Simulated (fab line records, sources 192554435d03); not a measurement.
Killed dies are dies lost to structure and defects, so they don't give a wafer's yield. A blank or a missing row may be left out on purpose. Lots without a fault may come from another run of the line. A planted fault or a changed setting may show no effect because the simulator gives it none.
A struck lot beside a sound one | flow n5_finfet | 15 steps out of a route of 1938
Sound: wafers L350.2, L350.4, L350.6. Struck: wafer L355.6. (L355.5 of the same lot was not struck and is left out.) The cause comes at the end.
At each step with rows: each side's tool, then ch and its chambers, then its first start. Under that, the readings that differ: sound wafers | struck wafers | difference of the means | sigmas: that difference in standard deviations of wafers without a fault.
alike: readings whose means differ by less than 2 such deviations, and words and numbers that are the same on both sides. not compared: withheld readings, readings that some wafer has no value for, bounds like >300 that may hide the same value, and numbers for which the record gives no deviation and whose values overlap.
The two part at a step that has a row with sigmas, a row that says differs or no value, or rows on one side only. Numbers that don't overlap but have no deviation are shown without sigmas and don't part them. A reading that every wafer of one side lacks parts them only if that side has two wafers or more.

N5_FIN_SAQP_ETCH_34: etches SiO2 in C4F6/O2, target depth 45 nm, time 15 s.
  sound on rie_diel-01 ch 1,2, day 3 08:34; struck on rie_diel-01 ch 2, day 4 14:23
  alike: drypump_motor_current_A, etch_rf_on_time_s, oes_product_au, rf_vpp_V, showerhead_plenum_p_Torr, throttle_valve_pct
  not compared: rf_hours_counter_h
N5_FIN_SAQP_STRIP_77: strips in N2/H2, time 90 s.
  sound on rie_diel-01 ch 1,2, day 3 08:35; struck on rie_diel-01 ch 2, day 4 14:27
  alike: bias_power_w, drypump_motor_current_A, oes_product_au, rf_vpp_V, showerhead_plenum_p_Torr, throttle_valve_pct
  not compared: rf_hours_counter_h
N5_FIN_SAQP_HM_CD_35: target cd 8 nm.
  sound on cd_sem-03, day 3 08:43; struck on cd_sem-03, day 4 14:32
  alike: cd_nm
N5_FIN_SAQP_ETCH_64: etches SiO2 in CF4, target depth 1.5 nm.
  sound on rie_si-02 ch 1,2,3, day 3 08:46; struck on rie_si-03 ch 1, day 4 14:35
  alike: drypump_motor_current_A, oes_product_au, throttle_valve_pct
  not compared: rf_hours_counter_h
N5_FIN_SAQP_FIN_ETCH_36: etches the open film in HBr/Cl2/O2, target depth 120 nm, time 50.4 s.
  sound on rie_si-02 ch 1,2,3, day 3 08:47; struck on rie_si-03 ch 1, day 4 14:38
  alike: drypump_motor_current_A, oes_product_au, throttle_valve_pct
  not compared: rf_hours_counter_h
N5_FIN_SAQP_CD_MEAS_37: target cd 8 nm.
  sound on cd_sem-02, day 3 08:54; struck on cd_sem-03, day 4 14:43
  alike: cd_nm
then, 3 steps without rows for these wafers: N5_FIN_SAQP_PRECLEAN_38 (cleans in O3/DIW, time 45 s); N5_FIN_SAQP_PRECLEAN_45 (cleans in dHF, time 10 s); N5_FIN_SAQP_SRD_39 (time 30 s).
N5_FIN_SAQP_OCD_MEAS_76:
  sound on ocd-02, day 3 09:00; struck on ocd-01, day 4 14:49
  reading              | sound             | struck | difference | sigmas
  trench_depth_nm (nm) | 118.2 123.5 120.2 | 114.7  | -5.9       | -2
N5_FIN_SAQP_INSPECT_40: inspects for defects (brightfield).
  sound on defect_inspect-02, day 3 09:02; struck on defect_inspect-02, day 4 14:51
  reading          | sound       | struck | difference | sigmas
  raw_defect_count | 120 148 193 | 276    | +122       | +2
then, 1 step without rows for these wafers: N5_FIN_CUT_COAT_18 (time 60 s, resist thk 230 nm).
N5_FIN_CUT_COAT_19: time 60 s, resist thk 20 nm.
  sound on litho_track-05 ch 0, day 3 09:04; struck on litho_track-04 ch 0, day 4 14:53
  reading                  | sound             | struck | difference | sigmas
  heater_power_total_W (W) | 429.3 429.1 425.3 | 483.2  | +55.3      | +25
  run_length_s (s)         | 66.42 66.59 66.41 | 55.18  | -11.29     | -87
then, 1 step without rows for these wafers: N5_FIN_CUT_COAT_29 (time 60 s, resist thk 10 nm).
-- the record jumps here: 6 days lie between the struck wafers' starts before and after (it left off in module FIN_CUT and takes up again in module BEOL_M4, whose first step shown is number 1111 of the route) --
N5_BEOL_M4_RC_MEAS_101:
  sound on prober-01 ch 0, day 8 20:48; struck on prober-01 ch 0, day 10 22:14
  alike: DIBL_N, DIBL_P, IOFF_N, IOFF_P, ION_N, ION_P, SS_N, SS_P, VT_N, VT_P

WHERE THEY PART
First at N5_FIN_SAQP_OCD_MEAS_76; last, within this record, at N5_FIN_CUT_COAT_19. Later steps at which nothing parts them and some readings are alike: N5_BEOL_M4_RC_MEAS_101.

WHY: what the simulator had put in
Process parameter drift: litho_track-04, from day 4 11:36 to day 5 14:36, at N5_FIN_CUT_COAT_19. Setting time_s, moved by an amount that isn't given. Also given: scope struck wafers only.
